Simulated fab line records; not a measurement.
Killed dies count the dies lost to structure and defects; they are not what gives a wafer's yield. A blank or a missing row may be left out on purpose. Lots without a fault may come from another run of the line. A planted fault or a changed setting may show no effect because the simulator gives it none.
fab line records	flow n5-finfet
record: lots: 24	wafers: 72	last-day: 17
route steps=1938 shown BEOL_M1@800
lots that met no fault: taken from a fault-free run of the same line
start-h: hours from the record's first day to the start of the lot's first wafer shown	wait-h: how many hours have passed since the lot's step before this one	" the same as in the row above	L1.1+2: several wafers, shown together as one row	- no value, or no start given	* or withheld: withheld	< > ~ a bound
route shown NAME@n: a module of which the file shows steps, and the number in the route of the first	usual: mean/standard deviation taken from wafers without a fault	same: alike in all rows	chamber/n: place in a boat	sites: per-site readings	_std_site: the standard deviation of these	_edge_site: the outer-site mean with the inner-site mean subtracted	radius-mm: for every site, how far away it sits from the centre of the wafer	mask NAME#n: copy n	behind: the tool/chamber that last shaped the wafer	hold: what put the lot on hold/how long, in hours/how the hold closed	device: whichever transistor did not switch (one of n, p or np)	end of line: tests of these same wafers at the route's end	step lacking rows: just its recipe	killed: count of dies lost to structure and defects at first sort (not the wafer's yield)	map: dies across one wafer; x = killed, . = not, _ = none there
set.NAME: the setting the step ran with; set.NAME@STEP: the setting that earlier step ran with	model.NAME: the simulator's own value behind a step, which no gauge read
steps of the route over a sample of lots; a table a step, a row a wafer
services: the hour from which a tool's chamber was out of use, counted from the record's first day as start-h (under 0 if before that day), plus the number of hours and why
== steps ==
step: N5_BEOL_M1_TRENCH_ETCH_37
recipe: chemistry: C4F6/O2	target-depth-a: 552.07	target: SiOC	time-s: 29	ion-energy-ev: 250	pressure-mtorr: 30	source-w: 355	bias-w: 185	Ar_flow_sccm: 300	C4F6_flow_sccm: 10	O2_flow_sccm: 10
usual: drypump-motor-current-A: 5.9/0.49	mfc-ar-sccm: 300.1/1	oes_ar_750_au: 0.75/0.053	oes-product-au: 0.75/0.06	rf-fwd-power-W: 350.2/1.9	rf-vpp-V: 668/7.5	showerhead-plenum-p-Torr: 2.86/0.099	throttle-valve-pct: 20.87/0.18
same: time-s: 29
lot.wafer	tool	chamber	start-h	wait-h	drypump-motor-current-A	mfc-ar-sccm	oes_ar_750_au	oes-product-au	rf-fwd-power-W	rf-hours-counter-h	rf-vpp-V	showerhead-plenum-p-Torr	throttle-valve-pct
L074.1	rie-diel-04	3	-	-	6.0	299.0	0.73	0.72	351.7	162	677	2.97	20.87
L074.2	"	2	"	"	5.4	300.5	0.76	0.76	349.4	136	658	2.85	20.81
L074.3	"	1	"	"	6.0	299.8	0.75	0.74	350.9	145	661	2.96	20.84
L075.1	rie-diel-02	1	-	-	6.2	300.7	0.77	0.77	351.1	135	663	2.75	20.75
L075.3	"	0	"	"	5.1	301.5	0.80	0.82	350.1	87	678	3.00	20.74
L075.5	"	1	"	"	6.1	299.2	0.77	0.77	348.7	-	664	2.75	20.76
L076.1	rie-diel-03	3	-	-	5.3	299.7	0.74	0.72	351.8	165	663	2.73	21.04
L076.4	"	2	"	"	5.3	300.8	0.73	0.73	349.2	185	661	2.83	20.61
L076.5	"	3	"	"	5.3	301.6	0.75	0.72	351.9	-	663	2.73	21.04
L077.1	rie-diel-02	0	-	-	5.1	299.3	0.80	0.82	352.6	92	678	2.99	20.75
L077.3	"	2	"	"	6.1	298.8	0.75	0.74	351.5	152	664	2.83	20.62
L077.5	"	0	"	"	5.1	299.3	0.81	0.81	351.4	-	678	2.99	20.77
L078.1	rie-diel-04	3	-	-	5.9	300.4	0.73	0.72	352.8	170	678	2.97	20.90
L078.5	"	3	"	"	5.9	300.1	0.73	0.73	351.4	-	677	2.97	20.89
L078.6	"	0	"	"	6.3	299.6	0.73	0.73	349.5	-	675	2.72	21.23
L079.1	rie-diel-02	1	-	-	6.2	299.3	0.77	0.76	350.2	141	661	2.75	20.76
L079.3	"	0	"	"	5.1	300.8	0.80	0.81	350.7	94	678	2.99	20.76
L079.5	"	2	"	"	6.1	302.5	0.74	0.74	348.6	-	664	2.83	20.65
L081.1	rie-diel-02	1	-	-	6.2	302.0	0.76	0.75	349.4	143	662	2.74	20.76
L081.3	"	0	"	"	5.1	301.9	0.80	0.81	351.1	96	678	2.99	20.78
L081.5	"	2	"	"	6.1	300.7	0.74	0.73	349.3	-	665	2.83	20.63
L080.2	rie-diel-03	3	-	-	5.3	301.0	0.74	0.73	349.3	170	663	2.73	21.06
L080.3	"	0	"	"	5.9	300.8	0.70	0.70	350.0	232	667	2.71	21.06
L080.6	"	1	"	"	6.5	301.8	0.73	0.73	352.2	-	662	2.81	20.85
L082.2	rie-diel-04	2	-	-	5.4	299.2	0.76	0.75	348.7	151	658	2.84	20.84
L082.3	"	1	"	"	6.0	298.8	0.73	0.73	348.0	159	661	2.95	20.89
L082.5	"	1	"	"	6.0	300.9	0.74	0.73	349.8	-	660	2.95	20.87
L083.2	rie-diel-04	1	-	-	6.1	300.1	0.74	0.73	347.8	161	661	2.95	20.89
L083.3	"	3	"	"	5.9	298.8	0.72	0.72	352.3	178	678	2.96	20.90
L083.6	"	1	"	"	6.0	300.0	0.74	0.72	350.1	-	660	2.95	20.90
L084.1	rie-diel-02	1	-	-	6.2	301.0	0.76	0.75	350.5	151	662	2.74	20.77
L084.5	"	2	"	"	6.1	299.5	0.74	0.73	350.8	-	663	2.82	20.66
L084.6	"	1	"	"	6.1	302.0	0.76	0.76	350.6	-	662	2.74	20.77
L085.2	rie-diel-02	1	-	-	6.2	299.5	0.76	0.75	350.5	154	663	2.74	20.80
L085.3	"	0	"	"	5.1	300.6	0.78	0.80	352.7	107	677	2.99	20.80
L085.4	"	3	"	"	6.7	300.1	0.96	0.98	346.2	3	673	2.92	20.72
L086.1	rie-diel-03	0	-	-	5.9	301.1	0.69	0.69	349.7	243	667	2.71	21.06
L086.3	"	2	"	"	5.3	299.6	0.72	0.72	349.4	201	659	2.82	20.61
L086.4	"	1	"	"	6.5	301.6	0.72	0.72	351.3	-	663	2.81	20.86
L088.2	rie-diel-04	3	-	-	5.9	299.4	0.72	0.70	351.9	186	679	2.96	20.93
L088.3	"	0	"	"	6.4	302.0	0.72	0.72	352.3	221	674	2.72	21.27
L088.5	"	2	"	"	5.4	300.3	0.75	0.75	348.3	-	658	2.84	20.84
L087.2	rie-diel-02	2	-	-	6.1	299.8	0.73	0.72	351.0	174	664	2.82	20.65
L087.3	"	3	"	"	6.7	300.1	0.94	0.95	343.9	8	675	2.92	20.75
L087.5	"	0	"	"	5.1	300.9	0.79	0.78	350.9	-	677	2.98	20.78
L089.1	rie-diel-04	1	-	-	6.0	301.0	0.73	0.71	349.7	172	660	2.94	20.90
L089.2	"	0	"	"	6.3	298.6	0.72	0.71	350.5	226	674	2.71	21.28
L089.3	"	2	"	"	5.4	298.9	0.75	0.74	348.9	165	658	2.84	20.84
L090.1	rie-diel-02	3	-	-	6.6	301.2	0.93	0.95	345.0	9	674	2.92	20.75
L090.5	"	0	"	"	5.1	299.2	0.78	0.79	351.2	-	679	2.98	20.80
L090.6	"	1	"	"	6.2	301.4	0.75	0.74	351.2	-	662	2.74	20.80
L092.1	rie-diel-03	1	-	-	6.5	298.8	0.71	0.71	350.7	196	664	2.81	20.88
L092.2	"	3	"	"	5.3	300.9	0.73	0.71	351.4	187	663	2.72	21.07
L092.4	"	1	"	"	6.5	298.7	0.71	0.71	350.3	-	662	2.80	20.87
L091.1	rie-diel-04	1	-	-	6.0	299.9	0.73	0.71	349.0	173	661	2.94	20.90
L091.3	"	0	"	"	6.3	301.4	0.71	0.71	350.4	227	674	2.71	21.27
L091.6	"	2	"	"	5.4	302.5	0.74	0.74	347.5	-	655	2.84	20.85
L093.3	rie-diel-02	3	-	-	6.6	299.7	0.92	0.94	346.4	14	674	2.92	20.75
L093.5	"	1	"	"	6.1	300.1	0.74	0.73	349.1	-	663	2.73	20.80
L093.6	"	0	"	"	5.1	299.6	0.78	0.78	351.8	-	677	2.98	20.81
L094.2	rie-diel-04	3	-	-	6.0	297.7	0.72	0.70	350.2	197	677	2.95	20.94
L094.5	"	3	"	"	5.9	300.2	0.71	0.70	349.0	-	678	2.96	20.91
L094.6	"	0	"	"	6.3	301.5	0.71	0.71	351.9	-	673	2.71	21.28
L095.1	rie-diel-04	1	-	-	6.0	300.1	0.72	0.71	350.7	180	660	2.94	20.93
L095.2	"	0	"	"	6.4	299.6	0.71	0.71	350.3	234	675	2.71	21.29
L095.4	"	3	"	"	5.9	300.2	0.71	0.69	352.6	-	676	2.95	20.94
L096.4	rie-diel-04	0	-	-	6.3	301.4	0.70	0.70	349.8	-	674	2.71	21.30
L096.5	"	1	"	"	6.0	301.1	0.72	0.71	348.1	-	660	2.94	20.94
L096.6	"	3	"	"	6.0	300.9	0.71	0.69	351.6	-	677	2.95	20.96
L097.1	rie-diel-02	1	-	-	6.2	299.2	0.74	0.73	347.8	173	662	2.73	20.80
L097.2	"	3	"	"	6.6	298.5	0.91	0.92	346.0	19	674	2.91	20.75
L097.6	"	3	"	"	6.6	298.3	0.91	0.92	343.6	-	675	2.91	20.77
step: N5_BEOL_M1_OCD_MEAS_38
usual: trench-depth-nm: 55.0/0.93
lot.wafer	tool	chamber	start-h	wait-h	trench-depth-nm
L074.1	ocd-02	-	128.26	-	55.4
L074.2	"	-	"	"	55.4
L074.3	"	-	"	"	55.0
L075.1	ocd-02	-	138.42	-	54.8
L075.3	"	-	"	"	55.2
L075.5	"	-	"	"	55.0
L076.1	ocd-02	-	149.94	-	53.3
L076.4	"	-	"	"	54.8
L076.5	"	-	"	"	53.8
L077.1	ocd-01	-	154.06	-	55.0
L077.3	"	-	"	"	53.3
L077.5	"	-	"	"	54.8
L078.1	ocd-02	-	154.09	-	55.8
L078.5	"	-	"	"	56.8
L078.6	"	-	"	"	57.2
L079.1	ocd-01	-	160.67	-	54.0
L079.3	"	-	"	"	55.6
L079.5	"	-	"	"	54.6
L081.1	ocd-02	-	168.38	-	54.2
L081.3	"	-	"	"	55.3
L081.5	"	-	"	"	53.5
L080.2	ocd-01	-	168.42	-	54.1
L080.3	"	-	"	"	55.5
L080.6	"	-	"	"	55.6
L082.2	ocd-01	-	178.03	-	56.2
L082.3	"	-	"	"	55.7
L082.5	"	-	"	"	56.1
L083.2	ocd-02	-	182.26	-	55.5
L083.3	"	-	"	"	55.7
L083.6	"	-	"	"	54.9
L084.1	ocd-01	-	191.13	-	54.4
L084.5	"	-	"	"	54.0
L084.6	"	-	"	"	54.5
L086.1	ocd-01	-	201.80	-	55.2
L086.3	"	-	"	"	54.8
L086.4	"	-	"	"	55.5
L085.2	ocd-02	-	201.80	-	54.0
L085.3	"	-	"	"	55.5
L085.4	"	-	"	"	56.4
L088.2	ocd-01	-	210.43	-	54.8
L088.3	"	-	"	"	55.7
L088.5	"	-	"	"	55.5
L087.2	ocd-02	-	222.94	-	54.2
L087.3	"	-	"	"	56.0
L087.5	"	-	"	"	54.7
L089.1	ocd-01	-	225.99	-	54.6
L089.2	"	-	"	"	55.7
L089.3	"	-	"	"	55.1
L090.1	ocd-02	-	226.02	-	56.2
L090.5	"	-	"	"	54.7
L090.6	"	-	"	"	53.5
L092.1	ocd-01	-	228.79	-	55.2
L092.2	"	-	"	"	53.2
L092.4	"	-	"	"	54.7
L091.1	ocd-02	-	229.40	-	54.6
L091.3	"	-	"	"	56.5
L091.6	"	-	"	"	55.1
L093.3	ocd-01	-	240.29	-	55.4
L093.5	"	-	"	"	53.6
L093.6	"	-	"	"	55.4
L094.2	ocd-01	-	243.80	-	55.8
L094.5	"	-	"	"	54.6
L094.6	"	-	"	"	56.6
L095.1	ocd-01	-	253.58	-	55.0
L095.2	"	-	"	"	56.0
L095.4	"	-	"	"	55.5
L096.4	ocd-01	-	264.82	-	56.3
L096.5	"	-	"	"	56.0
L096.6	"	-	"	"	55.4
L097.1	ocd-01	-	265.51	-	52.9
L097.2	"	-	"	"	55.9
L097.6	"	-	"	"	55.6
step: N5_BEOL_M1_DEGAS_44
recipe: ambient: vacuum	temp-c: 250	time-s: 60
usual: heater-power-w: 340/30
same: time-s: 60
lot.wafer	tool	chamber	start-h	wait-h	heater-power-w
L074.1	pvd-sputter-01	-	128.45	0.0	376
L074.2	"	-	"	"	363
L074.3	"	-	"	"	320
L075.1	pvd-sputter-01	-	138.71	0.1	377
L075.3	"	-	"	"	313
L075.5	"	-	"	"	295
L076.1	pvd-sputter-03	-	150.73	0.6	314
L076.4	"	-	"	"	289
L076.5	"	-	"	"	344
L077.1	pvd-sputter-03	-	154.55	0.3	339
L077.3	"	-	"	"	317
L077.5	"	-	"	"	319
L078.1	pvd-sputter-01	-	154.55	0.3	391
L078.5	"	-	"	"	376
L078.6	"	-	"	"	388
L079.1	pvd-sputter-02	-	161.25	0.4	334
L079.3	"	-	"	"	343
L079.5	"	-	"	"	365
L081.1	pvd-sputter-02	-	168.90	0.4	339
L081.3	"	-	"	"	361
L081.5	"	-	"	"	352
L080.2	pvd-sputter-02	-	168.98	0.4	345
L080.3	"	-	"	"	363
L080.6	"	-	"	"	366
L082.2	pvd-sputter-02	-	178.60	0.4	357
L082.3	"	-	"	"	355
L082.5	"	-	"	"	380
L083.2	pvd-sputter-01	-	182.83	0.4	385
L083.3	"	-	"	"	376
L083.6	"	-	"	"	323
L084.1	pvd-sputter-02	-	191.55	0.3	350
L084.5	"	-	"	"	341
L084.6	"	-	"	"	376
L086.1	pvd-sputter-03	-	202.06	0.1	342
L086.3	"	-	"	"	288
L086.4	"	-	"	"	344
L085.2	pvd-sputter-03	-	202.14	0.2	310
L085.3	"	-	"	"	289
L085.4	"	-	"	"	362
L088.2	pvd-sputter-03	-	210.76	0.2	316
L088.3	"	-	"	"	350
L088.5	"	-	"	"	282
L087.2	pvd-sputter-02	-	223.47	0.4	351
L087.3	"	-	"	"	337
L087.5	"	-	"	"	341
L089.1	pvd-sputter-03	-	226.45	0.3	316
L089.2	"	-	"	"	350
L089.3	"	-	"	"	282
L090.1	pvd-sputter-01	-	226.46	0.3	381
L090.5	"	-	"	"	324
L090.6	"	-	"	"	288
L092.1	pvd-sputter-02	-	229.08	0.1	349
L092.2	"	-	"	"	351
L092.4	"	-	"	"	351
L091.1	pvd-sputter-02	-	231.04	1.5	366
L091.3	"	-	"	"	350
L091.6	"	-	"	"	369
L093.3	pvd-sputter-01	-	241.07	0.6	319
L093.5	"	-	"	"	291
L093.6	"	-	"	"	369
L094.2	pvd-sputter-01	-	244.11	0.2	296
L094.5	"	-	"	"	382
L094.6	"	-	"	"	383
L095.1	pvd-sputter-01	-	253.87	0.1	380
L095.2	"	-	"	"	316
L095.4	"	-	"	"	379
L096.4	pvd-sputter-01	-	265.11	0.1	293
L096.5	"	-	"	"	318
L096.6	"	-	"	"	368
L097.1	pvd-sputter-03	-	265.82	0.2	285
L097.2	"	-	"	"	345
L097.6	"	-	"	"	342
step: N5_BEOL_M1_PRE_CLEAN_45
recipe: gas: H2/He	time-s: 30	temp-c: 250
usual: heater-power-w: 339/30
same: time-s: 30
lot.wafer	tool	chamber	start-h	wait-h	heater-power-w
L074.1	pvd-sputter-01	-	128.49	0.0	382
L074.2	"	-	"	"	375
L074.3	"	-	"	"	315
L075.1	pvd-sputter-01	-	138.75	0.0	372
L075.3	"	-	"	"	316
L075.5	"	-	"	"	298
L076.1	pvd-sputter-03	-	150.77	0.0	311
L076.4	"	-	"	"	277
L076.5	"	-	"	"	335
L077.1	pvd-sputter-03	-	154.59	0.0	348
L077.3	"	-	"	"	312
L077.5	"	-	"	"	310
L078.1	pvd-sputter-01	-	154.59	0.0	375
L078.5	"	-	"	"	378
L078.6	"	-	"	"	379
L079.1	pvd-sputter-02	-	161.29	0.0	349
L079.3	"	-	"	"	332
L079.5	"	-	"	"	365
L081.1	pvd-sputter-02	-	168.94	0.0	354
L081.3	"	-	"	"	369
L081.5	"	-	"	"	349
L080.2	pvd-sputter-02	-	169.02	0.0	332
L080.3	"	-	"	"	368
L080.6	"	-	"	"	365
L082.2	pvd-sputter-02	-	178.64	0.0	352
L082.3	"	-	"	"	368
L082.5	"	-	"	"	367
L083.2	pvd-sputter-01	-	182.87	0.0	370
L083.3	"	-	"	"	379
L083.6	"	-	"	"	323
L084.1	pvd-sputter-02	-	191.59	0.0	346
L084.5	"	-	"	"	356
L084.6	"	-	"	"	366
L086.1	pvd-sputter-03	-	202.10	0.0	355
L086.3	"	-	"	"	277
L086.4	"	-	"	"	346
L085.2	pvd-sputter-03	-	202.18	0.0	322
L085.3	"	-	"	"	281
L085.4	"	-	"	"	354
L088.2	pvd-sputter-03	-	210.80	0.0	310
L088.3	"	-	"	"	335
L088.5	"	-	"	"	284
L087.2	pvd-sputter-02	-	223.51	0.0	353
L087.3	"	-	"	"	346
L087.5	"	-	"	"	351
L089.1	pvd-sputter-03	-	226.49	0.0	314
L089.2	"	-	"	"	351
L089.3	"	-	"	"	279
L090.1	pvd-sputter-01	-	226.50	0.0	371
L090.5	"	-	"	"	320
L090.6	"	-	"	"	297
L092.1	pvd-sputter-02	-	229.12	0.0	362
L092.2	"	-	"	"	373
L092.4	"	-	"	"	350
L091.1	pvd-sputter-02	-	231.08	0.0	356
L091.3	"	-	"	"	339
L091.6	"	-	"	"	367
L093.3	pvd-sputter-01	-	241.11	0.0	318
L093.5	"	-	"	"	297
L093.6	"	-	"	"	371
L094.2	pvd-sputter-01	-	244.15	0.0	293
L094.5	"	-	"	"	383
L094.6	"	-	"	"	386
L095.1	pvd-sputter-01	-	253.91	0.0	377
L095.2	"	-	"	"	322
L095.4	"	-	"	"	368
L096.4	pvd-sputter-01	-	265.15	0.0	288
L096.5	"	-	"	"	314
L096.6	"	-	"	"	379
L097.1	pvd-sputter-03	-	265.86	0.0	285
L097.2	"	-	"	"	355
L097.6	"	-	"	"	342
step: N5_BEOL_M1_ANNEAL_93
recipe: temp-c: 400	time-s: 240	ambient: vacuum
usual: heater-power-w: 851/72	susceptor_temp_C_max: 400.9/0.35
same: time-s: 240
lot.wafer	tool	chamber	start-h	wait-h	heater-power-w	susceptor_temp_C_max
L074.1	pvd-sputter-01	-	130.47	0.0	917	401.0
L074.2	"	-	"	"	748	401.0
L074.3	"	-	"	"	955	400.6
L075.1	pvd-sputter-01	-	140.75	0.0	800	400.8
L075.3	"	-	"	"	939	400.6
L075.5	"	-	"	"	931	401.3
L076.1	pvd-sputter-01	-	153.59	0.0	749	401.6
L076.4	"	-	"	"	910	401.1
L076.5	"	-	"	"	947	400.9
L077.1	pvd-sputter-02	-	156.51	0.0	831	400.7
L077.3	"	-	"	"	877	400.5
L077.5	"	-	"	"	870	400.7
L078.1	pvd-sputter-02	-	158.39	0.0	875	400.5
L078.5	"	-	"	"	872	400.4
L078.6	"	-	"	"	924	401.4
L079.1	pvd-sputter-01	-	163.21	0.0	808	401.3
L079.3	"	-	"	"	725	400.9
L079.5	"	-	"	"	956	400.9
L081.1	pvd-sputter-02	-	170.86	0.0	824	401.0
L081.3	"	-	"	"	880	400.7
L081.5	"	-	"	"	884	400.5
L080.2	pvd-sputter-01	-	171.26	0.0	807	400.6
L080.3	"	-	"	"	923	400.8
L080.6	"	-	"	"	927	401.0
L082.2	pvd-sputter-02	-	181.06	0.0	841	401.2
L082.3	"	-	"	"	867	400.9
L082.5	"	-	"	"	867	400.6
L083.2	pvd-sputter-01	-	185.07	0.0	788	400.8
L083.3	"	-	"	"	954	400.3
L083.6	"	-	"	"	716	400.7
L084.1	pvd-sputter-02	-	193.68	0.0	874	400.3
L084.5	"	-	"	"	870	400.4
L084.6	"	-	"	"	889	401.0
L086.1	pvd-sputter-02	-	204.14	0.0	865	400.7
L086.3	"	-	"	"	888	400.4
L086.4	"	-	"	"	905	400.5
L085.2	pvd-sputter-03	-	204.16	0.0	869	400.3
L085.3	"	-	"	"	793	401.7
L085.4	"	-	"	"	846	401.0
L088.2	pvd-sputter-01	-	213.78	0.0	750	400.7
L088.3	"	-	"	"	913	400.6
L088.5	"	-	"	"	928	400.7
L087.2	pvd-sputter-02	-	225.42	0.0	879	400.9
L087.3	"	-	"	"	880	400.5
L087.5	"	-	"	"	880	401.0
L089.1	pvd-sputter-01	-	228.48	0.0	784	400.8
L089.2	"	-	"	"	730	400.9
L089.3	"	-	"	"	939	401.0
L090.1	pvd-sputter-03	-	228.69	0.0	704	401.1
L090.5	"	-	"	"	892	401.2
L090.6	"	-	"	"	852	400.6
L092.1	pvd-sputter-03	-	231.15	0.0	793	402.1
L092.2	"	-	"	"	887	401.0
L092.4	"	-	"	"	688	400.9
L091.1	pvd-sputter-02	-	233.18	0.0	839	400.7
L091.3	"	-	"	"	911	400.7
L091.6	"	-	"	"	870	400.4
L093.3	pvd-sputter-01	-	243.19	0.0	946	400.9
L093.5	"	-	"	"	740	401.0
L093.6	"	-	"	"	941	400.8
L094.2	pvd-sputter-01	-	246.10	0.0	939	400.8
L094.5	"	-	"	"	796	400.6
L094.6	"	-	"	"	718	400.8
L095.1	pvd-sputter-03	-	256.21	0.0	875	401.0
L095.2	"	-	"	"	713	401.2
L095.4	"	-	"	"	837	400.8
L096.4	pvd-sputter-02	-	267.14	0.0	861	400.9
L096.5	"	-	"	"	854	401.0
L096.6	"	-	"	"	937	400.7
L097.1	pvd-sputter-01	-	269.00	0.0	911	400.7
L097.2	"	-	"	"	822	401.2
L097.6	"	-	"	"	721	401.5
step: N5_BEOL_M1_ANNEAL_95
recipe: temp-c: 400	time-s: 240	ambient: vacuum
usual: heater-power-w: 850/73	susceptor_temp_C_max: 400.8/0.36
same: time-s: 240
lot.wafer	tool	chamber	start-h	wait-h	heater-power-w	susceptor_temp_C_max
L074.1	pvd-sputter-01	-	130.69	0.0	947	401.0
L074.2	"	-	"	"	724	400.7
L074.3	"	-	"	"	936	401.0
L075.1	pvd-sputter-01	-	140.97	0.0	788	401.2
L075.3	"	-	"	"	916	400.6
L075.5	"	-	"	"	940	401.1
L076.1	pvd-sputter-01	-	153.81	0.0	732	400.9
L076.4	"	-	"	"	946	401.2
L076.5	"	-	"	"	932	400.4
L077.1	pvd-sputter-02	-	156.73	0.0	837	400.1
L077.3	"	-	"	"	865	400.2
L077.5	"	-	"	"	864	400.6
L078.1	pvd-sputter-02	-	158.61	0.0	855	400.7
L078.5	"	-	"	"	875	400.9
L078.6	"	-	"	"	933	400.6
L079.1	pvd-sputter-01	-	163.43	0.0	807	401.2
L079.3	"	-	"	"	724	401.1
L079.5	"	-	"	"	954	401.0
L081.1	pvd-sputter-02	-	171.08	0.0	842	400.9
L081.3	"	-	"	"	882	400.7
L081.5	"	-	"	"	888	400.3
L080.2	pvd-sputter-01	-	171.48	0.0	792	401.3
L080.3	"	-	"	"	944	400.8
L080.6	"	-	"	"	945	400.6
L082.2	pvd-sputter-02	-	181.28	0.0	838	401.2
L082.3	"	-	"	"	847	400.4
L082.5	"	-	"	"	871	400.6
L083.2	pvd-sputter-01	-	185.29	0.0	793	400.8
L083.3	"	-	"	"	965	400.9
L083.6	"	-	"	"	740	400.9
L084.1	pvd-sputter-02	-	193.90	0.0	860	400.6
L084.5	"	-	"	"	850	400.7
L084.6	"	-	"	"	851	400.6
L086.1	pvd-sputter-02	-	204.36	0.0	846	400.8
L086.3	"	-	"	"	849	400.4
L086.4	"	-	"	"	856	400.5
L085.2	pvd-sputter-03	-	204.38	0.0	891	401.0
L085.3	"	-	"	"	776	401.6
L085.4	"	-	"	"	857	400.8
L088.2	pvd-sputter-01	-	214.00	0.0	744	400.3
L088.3	"	-	"	"	940	400.8
L088.5	"	-	"	"	927	400.9
L087.2	pvd-sputter-02	-	225.64	0.0	872	400.9
L087.3	"	-	"	"	842	400.9
L087.5	"	-	"	"	869	400.5
L089.1	pvd-sputter-01	-	228.70	0.0	812	401.1
L089.2	"	-	"	"	750	400.4
L089.3	"	-	"	"	909	400.5
L090.1	pvd-sputter-03	-	228.91	0.0	716	401.0
L090.5	"	-	"	"	872	401.1
L090.6	"	-	"	"	865	400.8
L092.1	pvd-sputter-03	-	231.37	0.0	775	401.4
L092.2	"	-	"	"	895	400.7
L092.4	"	-	"	"	706	400.8
L091.1	pvd-sputter-02	-	233.40	0.0	838	401.1
L091.3	"	-	"	"	934	400.7
L091.6	"	-	"	"	856	400.2
L093.3	pvd-sputter-01	-	243.41	0.0	951	400.9
L093.5	"	-	"	"	730	400.6
L093.6	"	-	"	"	910	400.9
L094.2	pvd-sputter-01	-	246.32	0.0	913	400.7
L094.5	"	-	"	"	807	401.0
L094.6	"	-	"	"	753	400.8
L095.1	pvd-sputter-03	-	256.43	0.0	895	401.1
L095.2	"	-	"	"	715	400.9
L095.4	"	-	"	"	851	400.8
L096.4	pvd-sputter-02	-	267.36	0.0	872	400.5
L096.5	"	-	"	"	835	401.1
L096.6	"	-	"	"	932	400.6
L097.1	pvd-sputter-01	-	269.22	0.0	943	400.8
L097.2	"	-	"	"	811	401.1
L097.6	"	-	"	"	737	400.6
== services ==
tool	chamber	start-h	hours	kind
rie-diel-02	-	104.66	0.8	repair
pvd-sputter-02	-	114.88	19.9	repair
rie-diel-04	-	117.44	2.2	repair
rie-diel-03	2	119.39	6.6	repair
rie-diel-02	-	126.83	2.8	pm
pvd-sputter-01	-	143.08	4.3	repair
rie-diel-02	3	178.90	-	clean
rie-diel-02	3	178.90	-	consumable-replace:focus-ring
rie-diel-02	3	178.90	12.8	scheduled-down
rie-diel-02	3	178.90	12.8	vent-cycle
rie-diel-02	3	210.65	2.9	repair
rie-diel-03	0	225.48	-	clean
rie-diel-03	0	225.48	-	consumable-replace:focus-ring
rie-diel-03	0	225.48	-	consumable-replace:showerhead
rie-diel-03	0	225.48	21.1	scheduled-down
rie-diel-03	0	225.48	21.1	vent-cycle
rie-diel-04	2	248.97	8.5	repair
rie-diel-02	3	249.69	7.0	repair
== key ==
fault none
